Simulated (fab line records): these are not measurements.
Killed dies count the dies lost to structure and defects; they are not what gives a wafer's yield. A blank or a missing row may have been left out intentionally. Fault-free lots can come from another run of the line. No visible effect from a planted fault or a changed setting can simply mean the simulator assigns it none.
Matching of chambers | flow n5-finfet | N5_BEOL_M3_ALD_84 on ald-metal-04: 4 sister chambers
The step deposits TaN, pulse time 2 s, purge time 3 s, co reactant purge time 2 s. 8 wafers are shown with their chamber, then 8 later ones without.

== EACH WAFER AND ITS CHAMBER ==
wafer  | chamber | heater-power-w (W)
L082.2 | 0       | 439
L083.6 | 1       | 409
L084.1 | 0       | 455
L084.6 | 3       | 383
L085.1 | 2       | 347
L085.5 | 2       | 357
L085.6 | 1       | 421
L092.2 | 3       | 399

== WAFERS WITHOUT THEIR CHAMBER ==
wafer  | heater-power-w (W)
L092.4 | 355
L092.6 | 339
L093.1 | 344
L093.4 | 441
L093.6 | 443
L096.1 | 344
L096.4 | 392
L096.6 | 396

== CHAMBER TAKEN BY EACH ==
wafer  | from the rows above     | in truth
L092.4 | 2                       | 2
L092.6 | 2                       | 2
L093.1 | 2                       | 2
L093.4 | 0                       | 0
L093.6 | 0                       | 0
L096.1 | 2                       | 2
L096.4 | 3                       | 3
L096.6 | can't be placed: 3 or 1 | 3
Correctly placed: 7 of 8. From these rows, 1 cannot be placed; in 1 the true chamber is one of the candidates. 0 placed wrongly.
How it was worked out, from the rows above alone: a wafer's distance from a chamber is the root of the sum, over the readings, of the square of ((its reading less the chamber's mean) divided by the reading's scatter). If the next closest chamber is less than 2 further off than the closest, the wafer can't be placed; otherwise it belongs to the closest. For every chamber, the mean is computed from those of its wafers that are shown. The scatter: take each reading less its chamber's mean, square it, sum over the shown wafers, divide by the number of wafers less the number of chambers, and take the root.
